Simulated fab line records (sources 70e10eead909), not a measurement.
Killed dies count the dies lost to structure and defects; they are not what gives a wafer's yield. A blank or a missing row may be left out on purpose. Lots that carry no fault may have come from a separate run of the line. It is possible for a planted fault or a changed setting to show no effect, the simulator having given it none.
Chamber matching	flow nandHarc	NHARC_A_DECK1_JOINT_CMP_02 on cmp-02: 4 sister chambers
The step polishes SiOx. 8 wafers are shown with their chamber, then 11 later ones without.

EACH WAFER AND ITS CHAMBER
wafer	chamber	motorCurrentA (A)
L080.6	3	11.1
L085.1	3	11.0
L085.4	2	12.7
L085.6	1	11.7
L090.1	0	13.9
L090.5	2	13.0
L090.6	1	11.2
L091.1	0	14.1

WAFERS WHOSE CHAMBER IS MISSING
wafer	motorCurrentA (A)
L091.3	13.2
L091.4	12.4
L094.3	12.3
L094.5	12.4
L094.6	12.4
L096.4	12.9
L096.5	12.3
L096.6	12.8
L097.1	11.1
L097.4	12.5
L097.6	13.2

WHICH CHAMBER EACH ONE RAN IN
wafer	from the rows above	in truth
L091.3	2	2
L091.4	2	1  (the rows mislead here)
L094.3	can't be placed: 2 or 1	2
L094.5	2	2
L094.6	2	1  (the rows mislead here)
L096.4	2	2
L096.5	can't be placed: 2 or 1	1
L096.6	2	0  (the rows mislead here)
L097.1	can't be placed: 3 or 1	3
L097.4	2	2
L097.6	2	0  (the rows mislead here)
Correct placement for 4 of the 11. Can't be placed from these rows: 3 (the true chamber is among the candidates in 3). Wrongly placed: 4.
How it was worked out, from the rows above alone: a wafer's distance from a chamber is the root of the sum, over the readings, of the square of ((its reading less the chamber's mean) divided by the reading's scatter). The wafer belongs to the nearest chamber; if the next one is less than 2 further off, it can't be placed. The mean given for a chamber averages the wafers shown for that chamber. How the scatter is found: for the shown wafers, subtract from each reading the mean of its chamber, square and add these, divide the total by (wafers less chambers), then take the root.
